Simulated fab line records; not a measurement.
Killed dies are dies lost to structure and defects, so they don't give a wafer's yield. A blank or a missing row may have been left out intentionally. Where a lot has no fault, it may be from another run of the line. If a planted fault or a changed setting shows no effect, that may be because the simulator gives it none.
Matching of chambers / flow n5Finfet / 4 sister chambers for N5_BEOL_M10_ALD_74 on aldMetal-01
The step deposits TaN, target thk 2 nm, pulse time 2 s, purge time 3 s. 8 wafers are shown with their chamber, then 10 later ones without.

## EACH WAFER AND ITS CHAMBER
wafer=L085.5; chamber=1; heaterPowerW (W)=420; chamberPressureTorr (Torr)=2.996
wafer=L087.1; chamber=0; heaterPowerW (W)=368; chamberPressureTorr (Torr)=3.001
wafer=L087.2; chamber=1; heaterPowerW (W)=422; chamberPressureTorr (Torr)=2.995
wafer=L091.1; chamber=3; heaterPowerW (W)=412; chamberPressureTorr (Torr)=3.008
wafer=L091.3; chamber=0; heaterPowerW (W)=368; chamberPressureTorr (Torr)=3.001
wafer=L091.6; chamber=2; heaterPowerW (W)=385; chamberPressureTorr (Torr)=3.000
wafer=L092.1; chamber=3; heaterPowerW (W)=398; chamberPressureTorr (Torr)=2.997
wafer=L092.4; chamber=2; heaterPowerW (W)=378; chamberPressureTorr (Torr)=3.002

## WAFERS WHOSE CHAMBER IS MISSING
wafer=L092.5; heaterPowerW (W)=366; chamberPressureTorr (Torr)=2.996
wafer=L094.2; heaterPowerW (W)=374; chamberPressureTorr (Torr)=2.998
wafer=L094.3; heaterPowerW (W)=357; chamberPressureTorr (Torr)=3.005
wafer=L094.6; heaterPowerW (W)=361; chamberPressureTorr (Torr)=3.004
wafer=L095.2; heaterPowerW (W)=391; chamberPressureTorr (Torr)=3.006
wafer=L095.4; heaterPowerW (W)=400; chamberPressureTorr (Torr)=2.996
wafer=L095.5; heaterPowerW (W)=393; chamberPressureTorr (Torr)=3.004
wafer=L096.3; heaterPowerW (W)=391; chamberPressureTorr (Torr)=2.997
wafer=L096.4; heaterPowerW (W)=371; chamberPressureTorr (Torr)=2.999
wafer=L096.6; heaterPowerW (W)=397; chamberPressureTorr (Torr)=2.996

## WHICH CHAMBER EACH ONE RAN IN
wafer=L092.5; from the rows above=can't be placed: 0 or 2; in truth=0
wafer=L094.2; from the rows above=can't be placed: 0 or 2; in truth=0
wafer=L094.3; from the rows above=0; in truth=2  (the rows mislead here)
wafer=L094.6; from the rows above=0; in truth=0
wafer=L095.2; from the rows above=can't be placed: 2 or 3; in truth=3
wafer=L095.4; from the rows above=can't be placed: 3 or 2 or 1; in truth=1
wafer=L095.5; from the rows above=can't be placed: 3 or 2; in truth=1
wafer=L096.3; from the rows above=can't be placed: 2 or 3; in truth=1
wafer=L096.4; from the rows above=can't be placed: 0 or 2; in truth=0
wafer=L096.6; from the rows above=can't be placed: 3 or 2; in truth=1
Placed correctly: 1 of 10. Unplaceable from these rows: 8, with the true chamber sitting among the candidates in 5. Wrongly placed: 1.
How it was worked out, from the rows above alone: a wafer's distance from a chamber is the root of the sum, over the readings, of the square of ((its reading less the chamber's mean) divided by the reading's scatter). The wafer belongs to the nearest chamber; if the next one is less than 2 further off, it can't be placed. Each chamber's mean is taken over the wafers shown for it. The scatter is the square root of a quotient: the sum, over the shown wafers, of each reading's squared deviation from its chamber's mean, divided by wafers minus chambers.
